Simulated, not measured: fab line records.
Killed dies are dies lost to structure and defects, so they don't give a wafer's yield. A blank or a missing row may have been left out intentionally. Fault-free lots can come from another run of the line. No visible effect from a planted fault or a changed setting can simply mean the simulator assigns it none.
Chamber matching + flow n5-finfet + ald-sin-02 running N5_STI_FIN_REVEAL_ALD_00: 4 sister chambers
The step deposits SiO2, target thk 1 nm, pulse time 1 s. 30 wafers are shown with their chamber, then 12 later ones without.

## WAFERS WITH THEIR CHAMBER
| wafer  | chamber | heater-power-w (W) | chamber-pressure-Torr (Torr) | precursor-pulse-height-rel |
|--------|---------|--------------------|------------------------------|----------------------------|
| L074.1 | 2       | 534                | 2.002                        | 0.995                      |
| L074.2 | 3       | 501                | 2.001                        | 1.005                      |
| L074.6 | 0       | 514                | 2.000                        | 1.039                      |
| L078.3 | 1       | 534                | 2.005                        | 1.020                      |
| L078.5 | 3       | 521                | 1.998                        | 0.975                      |
| L078.6 | 0       | 526                | 2.002                        | 0.981                      |
| L079.2 | 1       | 527                | 1.998                        | 1.014                      |
| L079.4 | 0       | 541                | 2.001                        | 1.014                      |
| L079.5 | 2       | 533                | 2.000                        | 0.968                      |
| L081.1 | 2       | 529                | 2.007                        | 0.992                      |
| L081.3 | 3       | 507                | 1.995                        | 0.990                      |
| L081.5 | 3       | 504                | 1.996                        | 0.963                      |
| L082.1 | 3       | 508                | 1.991                        | 1.014                      |
| L082.4 | 2       | 544                | 2.010                        | 1.010                      |
| L082.5 | 0       | 516                | 1.997                        | 0.991                      |
| L087.1 | 2       | 537                | 2.003                        | 0.931                      |
| L087.3 | 0       | 519                | 2.003                        | 0.959                      |
| L087.5 | 0       | 546                | 1.997                        | 1.005                      |
| L088.2 | 0       | 541                | 1.994                        | 1.014                      |
| L088.3 | 2       | 539                | 2.004                        | 1.034                      |
| L088.5 | 0       | 515                | 1.998                        | 1.017                      |
| L089.1 | 2       | 548                | 2.001                        | 1.002                      |
| L089.2 | 3       | 505                | 2.006                        | 0.985                      |
| L089.5 | 1       | 541                | 1.997                        | 0.989                      |
| L090.3 | 3       | 487                | 1.997                        | 0.981                      |
| L090.5 | 3       | 519                | 1.998                        | 1.016                      |
| L090.6 | 2       | 536                | 1.999                        | 1.051                      |
| L091.2 | 1       | 535                | 2.004                        | 0.987                      |
| L091.4 | 0       | 510                | 1.999                        | 1.010                      |
| L091.5 | 3       | 500                | 1.999                        | 1.013                      |

SIGNATURES, as means of the wafers listed above
| reading                    | chamber 0 | chamber 1 | chamber 2 | chamber 3 | scatter within a chamber |
|----------------------------|-----------|-----------|-----------|-----------|--------------------------|
| heater-power-w             | 525.33    | 534.25    | 537.50    | 505.78    | 10.2                     |
| chamber-pressure-Torr      | 1.99900   | 2.00100   | 2.00325   | 1.99789   | 0.00365                  |
| precursor-pulse-height-rel | 1.00333   | 1.00250   | 0.99787   | 0.99356   | 0.0262                   |
Rule: for a wafer and a chamber, the distance is found by dividing, reading by reading, the gap between the wafer's reading and the chamber's mean by the reading's scatter, squaring, summing and taking the root. If the next closest chamber is less than 2 further off than the closest, the wafer can't be placed; otherwise it belongs to the closest. How the scatter is found: for the shown wafers, subtract from each reading the mean of its chamber, square and add these, divide the total by (wafers less chambers), then take the root.

## WAFERS WHOSE CHAMBER IS MISSING
| wafer  | heater-power-w (W) | chamber-pressure-Torr (Torr) | precursor-pulse-height-rel |
|--------|--------------------|------------------------------|----------------------------|
| L092.2 | 522                | 1.999                        | 1.017                      |
| L092.3 | 491                | 1.999                        | 0.975                      |
| L092.5 | 536                | 1.998                        | 1.011                      |
| L094.2 | 519                | 2.001                        | 1.012                      |
| L094.3 | 516                | 2.003                        | 0.966                      |
| L094.5 | 537                | 2.003                        | 0.956                      |
| L095.3 | 512                | 2.002                        | 0.982                      |
| L095.4 | 545                | 1.993                        | 1.014                      |
| L095.5 | 539                | 1.998                        | 0.998                      |
| L097.1 | 548                | 2.003                        | 1.009                      |
| L097.2 | 510                | 2.000                        | 0.990                      |
| L097.3 | 533                | 2.003                        | 0.952                      |

## WHICH CHAMBER EACH WENT THROUGH
| wafer  | from the rows above               | in truth |
|--------|-----------------------------------|----------|
| L092.2 | can't be placed: 0 or 1 or 3 or 2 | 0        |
| L092.3 | can't be placed: 3 or 0           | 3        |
| L092.5 | can't be placed: 1 or 0 or 2      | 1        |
| L094.2 | can't be placed: 0 or 1 or 3 or 2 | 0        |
| L094.3 | can't be placed: 0 or 3 or 1 or 2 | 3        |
| L094.5 | can't be placed: 2 or 1 or 0      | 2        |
| L095.3 | can't be placed: 3 or 0 or 1 or 2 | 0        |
| L095.4 | can't be placed: 1 or 0 or 2 or 3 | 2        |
| L095.5 | can't be placed: 1 or 0 or 2      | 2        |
| L097.1 | can't be placed: 2 or 1 or 0      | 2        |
| L097.2 | can't be placed: 3 or 0 or 1      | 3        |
| L097.3 | can't be placed: 2 or 1 or 0 or 3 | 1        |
Correct placement for 0 of the 12. Unplaceable from these rows: 12, with the true chamber sitting among the candidates in 12. Wrongly placed: 0.
